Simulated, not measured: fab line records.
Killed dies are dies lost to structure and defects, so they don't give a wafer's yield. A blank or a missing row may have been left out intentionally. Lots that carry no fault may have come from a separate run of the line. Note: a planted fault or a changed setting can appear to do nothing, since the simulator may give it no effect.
fab line records	flow nand_harc
[record] lots = 24	wafers = 72	last_day = 35
route steps=1302 shown A_CHANNEL_HOLE_D1@477 A_DECK1_JOINT@528 A_CHANNEL_HOLE_D2@592 A_CHANNEL_FILL_D2@612 A_STAIRCASE@667
lots untouched by any fault: they come from a run of this same line in which no faults occurred
start_h: start of the lot's first displayed wafer, in hours after the record's first day	wait_h: hours elapsed since this lot's preceding step	" repeats the value in the row above	L1.1+2: a row that stands for several wafers	- either no value or no given start	* or withheld: withheld	< > ~ a bound
route shown NAME@n: NAME is a module with steps in the file, n the number in the route of the first one	usual: mean/standard deviation of fault-free wafers	same: alike in all rows	chamber/n: place in a boat	sites: each site's reading	_std_site: standard deviation across them	_edge_site: outer sites' mean less inner sites'	radius_mm: for every site, how far away it sits from the centre of the wafer	mask NAME#n: copy n	behind: the tool/chamber that last shaped the wafer	hold: why the lot went on hold/how many hours it stayed there/how the hold came to an end	device: whichever transistor did not switch (one of n, p or np)	end of line: the same wafers' tests at the end of the route	step lacking rows: just its recipe	killed: the dies lost at the first sort to structure and to defects; this is not the yield of the wafer	map: the dies of a wafer, with x for killed, . for not killed, _ for no die there
set.NAME: the setting the step ran with; set.NAME@STEP: the setting that earlier step ran with	model.NAME: the simulator's own value behind a step, which no gauge read
one table for each step of the route and one row for each wafer, over a sample of lots
services: a tool's chamber out of use, with start hour (start_h, from the record's first day; less than 0 if before it), hours out, and reason
[[steps]]
[step NHARC_A_CHANNEL_HOLE_D1_ETCH_25]
[recipe] bias_v = 5000	source_w = withheld	pressure_mtorr = 20	time_s = 1040.2	ar_flow_sccm = 375	c4f8_flow_sccm = 93.8	o2_flow_sccm = 31.2	temp_c = -20	target_depth_a = 15000	chemistry = C4F8/O2/Ar
[usual] drypump_motor_current_A = 5.93/0.15	o2_flow_sccm = 31.20/0.094	showerhead_plenum_p_Torr = 3.60/0.13	throttle_valve_pct = 32.236/0.0091
[same] time_s = 1040.2
lot.wafer	tool	chamber	start_h	wait_h	drypump_motor_current_A	o2_flow_sccm	rf_hours_counter_h	showerhead_plenum_p_Torr	throttle_valve_pct
L074.2	har_etch-02	1	183.72	0.7	5.67	31.27	298	3.68	32.235
L074.3	"	1	"	"	5.64	31.29	-	3.68	32.228
L074.6	"	1	"	"	5.68	31.11	-	3.68	32.256
L075.1	har_etch-02	0	188.95	0.7	5.87	31.26	302	3.42	32.217
L075.4	"	1	"	"	5.66	31.13	-	3.68	32.230
L075.5	"	1	"	"	5.66	31.19	-	3.68	32.245
L076.1	har_etch-02	1	214.13	0.7	5.63	31.06	314	3.67	32.238
L076.3	"	0	"	"	5.84	31.35	-	3.41	32.230
L076.4	"	1	"	"	5.67	31.31	-	3.67	32.247
L077.3	har_etch-01	1	216.40	0.7	6.06	31.15	-	3.53	32.225
L077.4	"	0	"	"	5.96	31.28	-	3.72	32.247
L077.6	"	1	"	"	6.07	31.10	-	3.53	32.219
L078.1	har_etch-01	1	226.85	0.6	6.08	31.21	106	3.53	32.242
L078.4	"	0	"	"	6.01	31.34	-	3.72	32.235
L078.6	"	0	"	"	6.00	31.17	-	3.72	32.237
L079.1	har_etch-02	0	227.26	0.6	5.89	31.18	322	3.41	32.235
L079.2	"	1	"	"	5.67	31.10	322	3.67	32.229
L079.4	"	0	"	"	5.90	31.11	-	3.41	32.233
L080.4	har_etch-01	0	241.24	0.7	5.96	31.13	-	3.71	32.224
L080.5	"	0	"	"	6.02	31.08	-	3.71	32.226
L080.6	"	1	"	"	6.07	31.15	-	3.53	32.225
L082.1	har_etch-02	1	261.46	0.6	5.66	31.26	341	3.66	32.221
L082.2	"	0	"	"	5.86	31.03	341	3.40	32.252
L082.4	"	0	"	"	5.88	31.04	-	3.40	32.234
L081.2	har_etch-01	1	261.96	0.7	6.07	31.08	129	3.52	32.237
L081.6	"	0	"	"	5.99	31.25	-	3.71	32.232
L081.5	"	1	"	"	6.04	30.96	-	3.52	32.251
L083.2	har_etch-02	1	273.51	0.6	5.69	31.15	348	3.65	32.241
L083.4	"	0	"	"	5.85	31.11	-	3.39	32.233
L083.3	"	1	"	"	5.67	31.03	-	3.65	32.238
L084.1	har_etch-01	1	273.62	0.6	6.08	31.21	137	3.52	32.241
L084.3	"	0	"	"	6.02	31.17	-	3.70	32.252
L084.5	"	1	"	"	6.07	31.29	-	3.52	32.232
L085.2	har_etch-01	0	299.54	0.6	6.01	31.25	152	3.69	32.224
L085.3	"	1	"	"	6.08	31.03	-	3.51	32.221
L085.6	"	1	"	"	6.05	31.28	-	3.51	32.223
L086.3	har_etch-01	0	303.97	0.7	6.01	31.23	-	3.69	32.227
L086.4	"	1	"	"	6.05	31.21	-	3.51	32.247
L086.5	"	0	"	"	5.96	31.27	-	3.69	32.242
L087.2	har_etch-01	0	320.97	0.7	5.99	31.27	163	3.69	32.246
L087.4	"	1	"	"	6.08	31.29	-	3.50	32.236
L087.5	"	1	"	"	6.06	31.27	-	3.50	32.223
L088.1	har_etch-02	1	331.08	0.6	5.69	31.11	386	3.63	32.254
L088.4	"	1	"	"	5.67	31.15	-	3.63	32.259
L088.5	"	0	"	"	5.83	31.10	-	3.92	32.238
L089.1	har_etch-01	1	332.06	0.6	6.05	31.14	171	3.50	32.238
L089.2	"	0	"	"	6.03	31.27	171	3.68	32.232
L089.3	"	0	"	"	6.03	31.19	-	3.68	32.231
L090.1	har_etch-02	1	347.94	0.6	5.64	31.15	398	3.63	32.235
L090.6	"	0	"	"	5.87	31.28	-	3.92	32.232
L090.5	"	1	"	"	5.64	31.37	-	3.63	32.240
L091.3	har_etch-01	1	349.81	0.7	6.06	31.21	-	3.49	32.246
L091.4	"	0	"	"	6.01	31.24	-	3.68	32.230
L091.6	"	1	"	"	6.08	31.15	-	3.49	32.249
L092.1	har_etch-01	0	358.28	0.6	5.98	31.04	186	3.67	32.241
L092.3	"	1	"	"	6.07	31.31	-	3.49	32.232
L092.6	"	1	"	"	6.06	31.20	-	3.49	32.246
L094.4	har_etch-01	0	379.94	0.7	5.96	31.31	-	3.67	32.253
L094.6	"	0	"	"	5.96	31.13	-	3.67	32.232
L094.5	"	1	"	"	6.06	31.17	-	3.48	32.238
L093.3	har_etch-01	0	384.27	0.7	6.02	31.32	-	3.67	32.239
L093.5	"	1	"	"	6.05	31.22	-	3.48	32.252
L093.6	"	0	"	"	5.99	31.22	-	3.67	32.246
L095.1	har_etch-01	1	400.16	0.6	6.06	31.11	217	3.47	32.231
L095.2	"	0	"	"	5.98	31.24	217	3.66	32.237
L095.5	"	1	"	"	6.08	30.99	-	3.47	32.240
L096.1	har_etch-02	0	404.60	0.6	5.88	31.21	10	3.90	32.228
L096.2	"	1	"	"	5.69	31.33	10	3.61	32.228
L096.3	"	1	"	"	5.65	31.29	-	3.61	32.241
L097.2	har_etch-01	1	424.42	0.6	6.08	31.22	232	3.47	32.249
L097.3	"	0	"	"	6.03	31.29	-	3.65	32.235
L097.5	"	0	"	"	6.01	31.21	-	3.65	32.246
[step NHARC_A_DECK1_JOINT_THK_MEAS_14]
[recipe] thk_meas_gauge = ellipsometry
[usual] thk_nm = 50.9/1.4
lot.wafer	tool	chamber	start_h	wait_h	thk_nm
L075.1	film_metro-01	-	247.18	0.2	50.4
L075.4	"	-	"	"	51.9
L075.5	"	-	"	"	48.3
L074.2	film_metro-02	-	247.19	0.2	51.9
L074.3	"	-	"	"	50.0
L074.6	"	-	"	"	53.1
L077.3	film_metro-01	-	275.95	0.2	49.9
L077.4	"	-	"	"	49.3
L077.6	"	-	"	"	50.4
L076.1	film_metro-01	-	275.95	0.2	51.5
L076.3	"	-	"	"	49.7
L076.4	"	-	"	"	50.5
L078.1	film_metro-01	-	288.21	0.2	52.2
L078.4	"	-	"	"	50.7
L078.6	"	-	"	"	50.2
L079.1	film_metro-01	-	288.21	0.2	49.9
L079.2	"	-	"	"	49.0
L079.4	"	-	"	"	51.0
L080.4	film_metro-02	-	303.54	0.2	51.3
L080.5	"	-	"	"	50.7
L080.6	"	-	"	"	51.5
L081.2	film_metro-02	-	323.65	0.2	49.7
L081.5	"	-	"	"	52.4
L081.6	"	-	"	"	53.6
L082.1	film_metro-01	-	323.65	0.2	51.9
L082.2	"	-	"	"	49.9
L082.4	"	-	"	"	54.5
L083.2	film_metro-02	-	334.79	0.2	50.5
L083.3	"	-	"	"	50.2
L083.4	"	-	"	"	52.3
L084.1	film_metro-02	-	338.96	0.2	50.0
L084.3	"	-	"	"	48.6
L084.5	"	-	"	"	52.7
L085.2	film_metro-02	-	362.25	0.2	48.9
L085.3	"	-	"	"	49.9
L085.6	"	-	"	"	51.9
L086.3	film_metro-02	-	368.03	0.2	49.4
L086.4	"	-	"	"	50.7
L086.5	"	-	"	"	49.8
L087.2	film_metro-01	-	385.88	0.2	50.9
L087.4	"	-	"	"	51.9
L087.5	"	-	"	"	51.2
L088.1	film_metro-02	-	393.35	0.2	51.5
L088.4	"	-	"	"	52.3
L088.5	"	-	"	"	52.4
L089.1	film_metro-01	-	393.35	0.2	51.7
L089.2	"	-	"	"	49.7
L089.3	"	-	"	"	49.2
L090.1	film_metro-01	-	417.17	0.2	48.3
L090.5	"	-	"	"	50.3
L090.6	"	-	"	"	50.8
L091.3	film_metro-02	-	417.17	0.2	50.8
L091.4	"	-	"	"	52.8
L091.6	"	-	"	"	49.8
L092.1	film_metro-02	-	424.50	0.2	51.9
L092.3	"	-	"	"	50.0
L092.6	"	-	"	"	50.0
L093.3	film_metro-02	-	443.46	0.2	54.1
L093.5	"	-	"	"	52.0
L093.6	"	-	"	"	51.1
L094.4	film_metro-01	-	443.46	0.2	49.4
L094.5	"	-	"	"	50.6
L094.6	"	-	"	"	50.3
L095.1	film_metro-01	-	462.86	0.2	52.1
L095.2	"	-	"	"	53.7
L095.5	"	-	"	"	50.0
L096.1	film_metro-01	-	465.94	0.2	52.1
L096.2	"	-	"	"	50.0
L096.3	"	-	"	"	49.8
L097.2	film_metro-02	-	486.05	0.2	50.6
L097.3	"	-	"	"	53.1
L097.5	"	-	"	"	50.9
[step NHARC_A_CHANNEL_HOLE_D2_ETCH_20]
[recipe] bias_v = 3000	source_w = withheld	pressure_mtorr = 20	time_s = 361.9	ar_flow_sccm = 375	c4f8_flow_sccm = 89.3	o2_flow_sccm = 35.7	temp_c = -20	target_depth_a = 16000	chemistry = C4F8/O2/Ar
[usual] drypump_motor_current_A = 5.88/0.16	o2_flow_sccm = 35.72/0.1	showerhead_plenum_p_Torr = 3.66/0.15	throttle_valve_pct = 32.155/0.0085
[same] time_s = 361.9
lot.wafer	tool	chamber	start_h	wait_h	drypump_motor_current_A	o2_flow_sccm	rf_hours_counter_h	showerhead_plenum_p_Torr	throttle_valve_pct
L074.2	har_etch-01	1	292.66	0.1	6.06	35.59	145	3.52	32.152
L074.3	"	0	"	"	5.98	35.65	-	3.70	32.154
L074.6	"	0	"	"	6.02	35.77	-	3.70	32.140
L075.1	har_etch-02	1	293.89	0.2	5.64	35.56	361	3.65	32.153
L075.4	"	1	"	"	5.65	35.75	-	3.65	32.158
L075.5	"	1	"	"	5.63	36.03	-	3.65	32.134
L076.1	har_etch-02	1	324.19	0.1	5.63	35.61	379	3.64	32.155
L076.3	"	0	"	"	5.84	35.84	-	3.93	32.154
L076.4	"	1	"	"	5.62	35.81	-	3.64	32.143
L077.4	har_etch-01	0	325.22	0.2	5.99	35.64	-	3.69	32.149
L077.3	"	1	"	"	6.05	35.73	-	3.51	32.155
L077.6	"	0	"	"	5.99	35.71	-	3.69	32.148
L079.1	har_etch-02	0	332.46	0.1	5.85	35.73	372	3.93	32.143
L079.2	"	1	"	"	5.66	35.62	387	3.64	32.168
L079.4	"	1	"	"	5.63	35.53	-	3.64	32.163
L078.1	har_etch-01	1	333.48	0.1	6.06	35.66	172	3.50	32.159
L078.4	"	0	"	"	5.97	35.67	-	3.69	32.158
L078.6	"	1	"	"	6.07	35.56	-	3.50	32.152
L080.4	har_etch-02	1	349.41	0.2	5.66	35.66	-	3.63	32.159
L080.6	"	1	"	"	5.66	35.70	-	3.63	32.150
L080.5	"	0	"	"	5.83	35.43	-	3.92	32.152
L082.2	har_etch-02	1	363.22	0.1	5.65	35.67	403	3.63	32.150
L082.1	"	0	"	"	5.87	35.80	388	3.92	32.148
L082.4	"	0	"	"	5.84	36.00	-	3.92	32.167
L081.2	har_etch-01	1	367.59	0.1	6.06	35.75	191	3.49	32.154
L081.5	"	1	"	"	6.08	35.81	-	3.49	32.168
L081.6	"	0	"	"	5.98	35.80	-	3.68	32.155
L083.2	har_etch-01	1	385.27	0.1	6.07	35.81	203	3.49	32.166
L083.3	"	0	"	"	6.02	35.73	-	3.67	32.159
L083.4	"	1	"	"	6.05	35.69	-	3.49	32.161
L084.1	har_etch-01	1	389.45	0.1	6.04	35.82	207	3.48	32.152
L084.3	"	0	"	"	6.00	35.82	-	3.67	32.156
L084.5	"	0	"	"	5.99	35.78	-	3.67	32.159
L085.2	har_etch-01	1	405.75	0.1	6.05	35.70	222	3.48	32.158
L085.3	"	0	"	"	6.02	35.88	-	3.66	32.151
L085.6	"	1	"	"	6.07	35.76	-	3.48	32.163
L086.3	har_etch-02	1	408.69	0.2	5.68	35.75	-	3.62	32.150
L086.4	"	0	"	"	5.85	35.62	-	3.90	32.176
L086.5	"	0	"	"	5.85	35.69	-	3.90	32.148
L087.2	har_etch-02	0	431.02	0.1	5.88	35.84	23	3.90	32.156
L087.4	"	0	"	"	5.86	35.69	-	3.90	32.176
L087.5	"	1	"	"	5.66	35.61	-	3.61	32.175
L088.1	har_etch-01	1	442.28	0.1	6.09	35.70	241	3.47	32.157
L088.4	"	1	"	"	6.09	35.79	-	3.47	32.143
L088.5	"	0	"	"	5.94	35.64	-	3.65	32.152
L089.1	har_etch-02	1	443.14	0.1	5.64	35.48	31	3.61	32.171
L089.2	"	0	"	"	5.85	35.67	31	3.89	32.162
L089.3	"	0	"	"	5.85	35.63	-	3.89	32.161
L090.1	har_etch-01	1	461.04	0.1	6.08	35.67	249	3.46	32.161
L090.6	"	0	"	"	5.96	35.66	-	3.65	32.142
L090.5	"	1	"	"	6.07	35.74	-	3.46	32.146
L091.4	har_etch-02	0	464.41	0.2	5.81	35.79	-	3.89	32.156
L091.3	"	1	"	"	5.67	35.85	-	3.60	32.151
L091.6	"	1	"	"	5.64	35.65	-	3.60	32.143
L092.1	har_etch-01	1	465.16	0.1	6.08	35.73	253	3.46	32.154
L092.3	"	1	"	"	6.05	35.73	-	3.46	32.161
L092.6	"	1	"	"	6.07	35.74	-	3.46	32.152
L094.4	har_etch-02	1	487.32	0.2	5.69	35.72	-	3.59	32.153
L094.5	"	0	"	"	5.83	35.81	-	3.88	32.168
L094.6	"	1	"	"	5.64	35.64	-	3.59	32.156
L093.3	har_etch-01	1	488.28	0.2	6.05	35.67	-	3.45	32.155
L093.6	"	1	"	"	6.05	35.67	-	3.45	32.158
L093.5	"	0	"	"	5.98	35.73	-	3.63	32.163
L095.2	har_etch-02	0	504.45	0.1	5.82	35.74	65	3.87	32.157
L095.1	"	1	"	"	5.64	35.82	65	3.59	32.149
L095.5	"	0	"	"	5.81	35.71	-	3.87	32.173
L096.1	har_etch-01	1	504.85	0.1	6.07	35.87	279	3.45	32.171
L096.2	"	0	"	"	6.01	35.81	279	3.63	32.146
L096.3	"	1	"	"	6.05	35.63	-	3.45	32.167
L097.2	har_etch-02	0	533.59	0.1	5.84	35.66	80	3.87	32.151
L097.3	"	1	"	"	5.64	35.73	-	3.58	32.149
L097.5	"	1	"	"	5.62	35.84	-	3.58	32.154
[step NHARC_A_CHANNEL_FILL_D2_ALD_02]
[recipe] target_thk_a = 60	pulse_time_s = 10	ald_cycles = 60	temp_c = 300	material = SiO2
[usual] heater_power_w = 472/41	precursor_pulse_height_rel = 0.996/0.02
lot.wafer	tool	chamber	start_h	wait_h	heater_power_w	precursor_pulse_height_rel
L074.3	ald_hk-04	2	298.45	-	440	1.009
L074.2	"	0	"	"	506	1.019
L074.6	"	1	"	"	412	1.005
L075.4	ald_hk-04	3	304.54	-	457	1.040
L075.1	"	0	"	"	491	0.992
L075.5	"	2	"	"	430	0.995
L076.4	ald_hk-02	1	330.07	-	456	0.977
L076.3	"	2	"	"	521	0.986
L076.1	"	3	"	"	435	1.024
L077.3	ald_hk-02	1	331.08	0.3	438	1.004
L077.4	"	0	"	"	519	1.024
L077.6	"	1	"	"	458	1.030
L079.4	ald_hk-04	2	338.27	-	441	1.001
L079.2	"	3	"	"	463	0.984
L079.1	"	1	"	"	410	0.968
L078.4	ald_hk-04	1	339.45	-	415	0.989
L078.1	"	2	"	"	433	0.997
L078.6	"	1	"	"	407	0.996
L080.4	ald_hk-04	1	355.22	-	408	1.012
L080.6	"	0	"	"	520	1.012
L080.5	"	1	"	"	408	1.007
L082.1	ald_hk-02	3	369.04	-	448	1.001
L082.2	"	1	"	"	466	0.969
L082.4	"	2	"	"	529	0.971
L081.2	ald_hk-04	2	373.48	-	436	0.970
L081.5	"	1	"	"	407	1.016
L081.6	"	2	"	"	430	1.006
L083.2	ald_hk-01	1	391.10	-	572	0.987
L083.3	"	2	"	"	444	0.996
L083.4	"	3	"	"	458	0.948
L084.3	ald_hk-04	0	395.24	-	514	0.986
L084.1	"	2	"	"	438	0.991
L084.5	"	0	"	"	517	0.994
L085.3	ald_hk-02	0	411.51	-	502	0.976
L085.2	"	1	"	"	462	0.993
L085.6	"	1	"	"	455	0.963
L086.4	ald_hk-02	0	414.96	-	496	0.984
L086.3	"	1	"	"	454	1.011
L086.5	"	0	"	"	497	0.971
L087.2	ald_hk-02	3	437.96	-	449	1.012
L087.4	"	0	"	"	485	1.053
L087.5	"	3	"	"	444	0.982
L088.1	ald_hk-04	3	448.09	-	469	0.989
L088.4	"	0	"	"	515	1.032
L088.5	"	2	"	"	433	0.980
L089.3	ald_hk-02	1	448.90	-	480	0.972
L089.1	"	3	"	"	445	0.991
L089.2	"	0	"	"	483	0.974
L090.1	ald_hk-01	0	467.33	-	446	0.987
L090.5	"	3	"	"	462	0.961
L090.6	"	0	"	"	449	0.998
L091.4	ald_hk-02	1	470.16	-	468	0.979
L091.3	"	2	"	"	511	0.958
L091.6	"	1	"	"	459	0.990
L092.1	ald_hk-01	2	471.11	-	442	0.983
L092.3	"	3	"	"	463	0.990
L092.6	"	0	"	"	466	0.992
L094.4	ald_hk-02	3	493.04	-	447	0.981
L094.6	"	2	"	"	539	0.984
L094.5	"	3	"	"	452	1.016
L093.3	ald_hk-01	0	494.23	-	447	1.018
L093.5	"	1	"	"	562	0.985
L093.6	"	2	"	"	448	1.000
L095.2	ald_hk-02	0	510.25	-	495	0.992
L095.1	"	3	"	"	451	0.972
L095.5	"	0	"	"	490	0.996
L096.1	ald_hk-04	0	510.69	-	508	0.983
L096.3	"	1	"	"	435	0.988
L096.2	"	2	"	"	443	1.009
L097.3	ald_hk-02	0	539.38	-	504	0.978
L097.2	"	2	"	"	514	0.997
L097.5	"	0	"	"	494	1.025
[step NHARC_A_CHANNEL_FILL_D2_INSPECT_13]
[usual] raw_defect_count = 360/130
lot.wafer	tool	chamber	start_h	wait_h	raw_defect_count
L074.2	defect_inspect-01	-	346.01	0.1	472
L074.3	"	-	"	"	482
L074.6	"	-	"	"	374
L075.1	defect_inspect-02	-	354.65	0.2	364
L075.4	"	-	"	"	387
L075.5	"	-	"	"	389
L077.3	defect_inspect-01	-	378.83	0.1	269
L077.4	"	-	"	"	222
L077.6	"	-	"	"	293
L076.1	defect_inspect-02	-	379.00	0.2	479
L076.3	"	-	"	"	517
L076.4	"	-	"	"	651
L078.1	defect_inspect-01	-	389.15	0.2	253
L078.4	"	-	"	"	221
L078.6	"	-	"	"	293
L079.1	defect_inspect-02	-	389.21	0.2	385
L079.2	"	-	"	"	398
L079.4	"	-	"	"	464
L080.4	defect_inspect-01	-	403.78	0.1	222
L080.5	"	-	"	"	395
L080.6	"	-	"	"	312
L082.1	defect_inspect-02	-	415.97	0.2	462
L082.2	"	-	"	"	340
L082.4	"	-	"	"	520
L081.2	defect_inspect-01	-	427.28	0.1	251
L081.5	"	-	"	"	261
L081.6	"	-	"	"	284
L083.2	defect_inspect-01	-	439.30	0.1	402
L083.3	"	-	"	"	325
L083.4	"	-	"	"	302
L084.1	defect_inspect-02	-	446.31	0.2	355
L084.3	"	-	"	"	230
L084.5	"	-	"	"	249
L085.2	defect_inspect-01	-	461.03	0.1	372
L085.3	"	-	"	"	430
L085.6	"	-	"	"	400
L086.3	defect_inspect-01	-	465.99	0.1	327
L086.4	"	-	"	"	435
L086.5	"	-	"	"	311
L087.2	defect_inspect-01	-	486.72	0.1	231
L087.4	"	-	"	"	220
L087.5	"	-	"	"	233
L089.1	defect_inspect-02	-	497.54	0.2	336
L089.2	"	-	"	"	343
L089.3	"	-	"	"	499
L088.1	defect_inspect-02	-	497.71	0.2	475
L088.4	"	-	"	"	285
L088.5	"	-	"	"	561
L090.1	defect_inspect-01	-	515.05	0.2	439
L090.5	"	-	"	"	391
L090.6	"	-	"	"	369
L092.1	defect_inspect-02	-	524.93	0.2	258
L092.3	"	-	"	"	234
L092.6	"	-	"	"	394
L091.3	defect_inspect-02	-	524.95	0.1	228
L091.4	"	-	"	"	374
L091.6	"	-	"	"	203
L094.4	defect_inspect-02	-	544.88	0.1	443
L094.5	"	-	"	"	253
L094.6	"	-	"	"	389
L093.3	defect_inspect-01	-	544.96	0.1	349
L093.5	"	-	"	"	260
L093.6	"	-	"	"	280
L096.1	defect_inspect-02	-	564.11	0.2	508
L096.2	"	-	"	"	369
L096.3	"	-	"	"	252
L095.1	defect_inspect-01	-	567.87	0.2	218
L095.2	"	-	"	"	308
L095.5	"	-	"	"	213
L097.2	defect_inspect-01	-	587.89	0.1	351
L097.3	"	-	"	"	198
L097.5	"	-	"	"	256
[step NHARC_A_STAIRCASE_DESCUM_11]
[recipe] time_s = 3	o2_flow_sccm = 200	ar_flow_sccm = 0	bias_power_w = 0	chemistry = O2
[usual] drypump_motor_current_A = 5.7/0.56	o2_flow_sccm = 200.1/0.59	oes_product_au = 1.003/0.0079	rf_vpp_V = 57.7/0.85	showerhead_plenum_p_Torr = 1.89/0.081	throttle_valve_pct = 11.311/0.0092
[same] time_s = 3
lot.wafer	tool	chamber	start_h	wait_h	drypump_motor_current_A	o2_flow_sccm	oes_product_au	rf_hours_counter_h	rf_vpp_V	showerhead_plenum_p_Torr	throttle_valve_pct
L074.2	rie_diel-04	2	349.31	-	5.7	200.1	1.010	52	57.5	1.87	11.308
L074.3	"	3	"	"	6.2	199.8	1.002	51	57.2	1.96	11.306
L074.6	"	1	"	"	4.9	200.7	1.005	-	57.3	1.79	11.318
L075.4	rie_diel-07	2	360.29	-	5.9	200.6	0.997	23	56.4	1.90	11.310
L075.1	"	3	"	"	6.1	200.0	1.016	23	56.7	1.85	11.294
L075.5	"	3	"	"	6.2	200.9	0.998	-	59.4	1.85	11.322
L077.4	rie_diel-07	3	381.92	-	6.1	200.8	1.008	31	58.3	1.84	11.322
L077.3	"	0	"	"	6.5	200.0	1.001	31	57.5	2.03	11.315
L077.6	"	3	"	"	6.2	200.5	1.001	-	57.0	1.84	11.322
L076.3	rie_diel-04	1	382.16	-	4.9	199.8	1.005	6	58.1	1.79	11.312
L076.4	"	3	"	"	6.1	199.0	1.012	7	57.9	1.96	11.308
L076.1	"	0	"	"	4.6	200.1	1.008	8	57.8	2.05	11.312
L078.4	rie_diel-07	1	392.03	-	5.7	200.0	0.996	37	56.8	1.87	11.323
L078.1	"	0	"	"	6.5	200.2	1.006	36	59.4	2.03	11.292
L078.6	"	1	"	"	5.7	199.8	1.002	-	57.8	1.87	11.298
L079.2	rie_diel-04	1	392.20	-	4.9	200.5	1.001	9	57.9	1.79	11.312
L079.4	"	2	"	"	5.8	199.7	1.009	8	57.2	1.87	11.309
L079.1	"	0	"	"	4.6	199.8	1.001	11	57.3	2.05	11.307
L080.4	rie_diel-07	1	406.53	-	5.7	199.5	1.002	42	57.1	1.87	11.306
L080.5	"	0	"	"	6.5	199.8	0.998	-	58.3	2.02	11.316
L080.6	"	1	"	"	5.7	200.6	0.996	-	57.0	1.87	11.302
L082.1	rie_diel-10	3	418.83	-	5.6	199.2	1.011	34	58.2	1.84	11.315
L082.4	"	0	"	"	6.3	200.4	1.002	53	56.3	1.92	11.312
L082.2	"	2	"	"	5.9	199.9	1.003	51	57.2	1.80	11.303
L081.2	rie_diel-04	1	430.10	-	4.9	199.7	0.989	18	55.4	1.79	11.320
L081.6	"	0	"	"	4.6	200.9	0.985	-	57.5	2.05	11.319
L081.5	"	1	"	"	4.9	200.5	0.986	-	57.6	1.79	11.282
L083.3	rie_diel-10	0	442.35	-	6.3	200.5	0.999	2	58.3	1.91	11.317
L083.2	"	1	"	"	5.2	199.4	1.009	2	58.3	1.84	11.318
L083.4	"	2	"	"	5.9	199.3	1.009	2	57.3	1.80	11.324
L084.3	rie_diel-10	3	449.23	-	5.6	200.1	0.994	3	57.8	1.84	11.322
L084.1	"	1	"	"	5.2	199.9	1.014	3	54.6	1.84	11.321
L084.5	"	0	"	"	6.3	200.0	1.009	-	58.2	1.91	11.317
L085.2	rie_diel-10	0	464.11	-	6.3	199.2	1.008	11	57.2	1.91	11.336
L085.3	"	3	"	"	5.6	202.3	0.997	8	58.6	1.84	11.309
L085.6	"	1	"	"	5.1	201.0	0.996	-	56.9	1.84	11.315
L086.3	rie_diel-07	0	468.86	-	6.5	200.7	1.005	63	57.5	2.02	11.299
L086.4	"	3	"	"	6.1	199.8	0.997	64	58.7	1.83	11.317
L086.5	"	0	"	"	6.5	200.5	1.005	-	57.9	2.02	11.325
L087.2	rie_diel-04	1	489.63	-	4.9	200.5	1.008	43	59.4	1.78	11.330
L087.5	"	2	"	"	5.7	199.7	1.010	-	58.2	1.86	11.308
L087.4	"	1	"	"	4.9	199.3	1.006	-	58.7	1.78	11.302
L089.2	rie_diel-07	1	500.17	-	5.7	201.0	0.992	3	57.4	1.86	11.319
L089.1	"	2	"	"	5.9	199.6	0.988	4	58.7	1.88	11.314
L089.3	"	3	"	"	6.1	201.3	1.004	4	56.8	1.83	11.308
L088.4	rie_diel-04	2	500.59	-	5.8	200.5	1.008	47	58.1	1.86	11.305
L088.1	"	0	"	"	4.6	199.7	0.998	46	57.9	2.04	11.304
L088.5	"	3	"	"	6.2	200.2	1.000	-	57.6	1.94	11.316
L090.1	rie_diel-07	3	517.84	-	6.1	200.3	1.007	9	57.5	1.83	11.323
L090.5	"	0	"	"	6.5	200.2	1.009	-	58.5	2.01	11.322
L090.6	"	1	"	"	5.7	199.5	0.996	-	57.8	1.86	11.305
L092.3	rie_diel-07	2	527.83	-	5.9	200.8	0.984	12	57.5	1.88	11.301
L092.1	"	0	"	"	6.5	200.1	1.001	11	57.4	2.01	11.316
L092.6	"	3	"	"	6.1	199.2	0.999	-	57.4	1.83	11.299
L091.4	rie_diel-04	0	528.10	-	4.6	200.4	1.005	55	59.7	2.04	11.317
L091.3	"	1	"	"	4.9	199.5	1.018	52	58.7	1.78	11.310
L091.6	"	1	"	"	4.9	200.4	0.991	-	57.0	1.78	11.306
L094.4	rie_diel-04	3	547.87	-	6.2	200.6	0.998	1	57.5	1.94	11.315
L094.6	"	3	"	"	6.2	201.3	0.995	-	57.5	1.94	11.309
L094.5	"	0	"	"	4.6	199.0	1.019	-	58.4	2.04	11.313
L093.3	rie_diel-04	2	548.06	-	5.8	199.4	1.004	1	57.6	1.85	11.314
L093.6	"	0	"	"	4.6	200.5	1.010	-	57.4	2.04	11.303
L093.5	"	1	"	"	4.9	199.2	1.008	-	57.8	1.78	11.306
L096.1	rie_diel-10	2	566.86	-	6.0	200.0	1.011	46	57.2	1.78	11.315
L096.3	"	0	"	"	6.2	200.5	1.001	45	58.5	1.90	11.316
L096.2	"	1	"	"	5.2	199.7	0.995	49	58.7	1.83	11.306
L095.1	rie_diel-04	3	570.64	-	6.2	200.8	1.010	8	57.9	1.94	11.311
L095.2	"	1	"	"	4.9	201.0	1.010	7	57.6	1.77	11.295
L095.5	"	2	"	"	5.8	200.5	0.997	-	57.2	1.85	11.300
L097.3	rie_diel-07	0	590.80	-	6.5	200.4	0.993	26	58.0	2.01	11.308
L097.2	"	1	"	"	5.7	200.1	1.011	29	57.8	1.85	11.297
L097.5	"	2	"	"	5.9	200.2	0.995	-	56.6	1.87	11.305
[[services]]
tool	chamber	start_h	hours	kind
ald_hk-02	-	171.63	10.0	pm
rie_diel-04	1	172.07	3.7	repair
rie_diel-04	-	178.41	9.0	pm
rie_diel-04	2	220.75	1.3	repair
rie_diel-04	0	233.12	2.8	repair
ald_hk-04	-	255.82	10.0	pm
rie_diel-04	0	272.01	6.2	repair
rie_diel-07	1	281.08	8.1	repair
rie_diel-07	-	294.20	9.0	pm
rie_diel-04	1	296.13	7.0	repair
rie_diel-04	3	327.63	18.1	repair
ald_hk-04	-	332.75	0.2	repair
ald_hk-02	-	349.63	10.0	pm
rie_diel-04	-	355.41	9.0	pm
rie_diel-07	0	364.85	8.3	repair
har_etch-02	-	377.00	17.0	pm
rie_diel-07	1	408.63	3.9	repair
rie_diel-07	3	411.93	19.5	repair
ald_hk-04	-	433.82	10.0	pm
ald_hk-04	-	451.27	38.6	repair
rie_diel-04	0	488.14	4.4	repair
rie_diel-04	1	492.65	4.0	repair
ald_hk-02	-	527.63	10.0	pm
rie_diel-04	-	532.41	9.0	pm
[[key]]
fault none
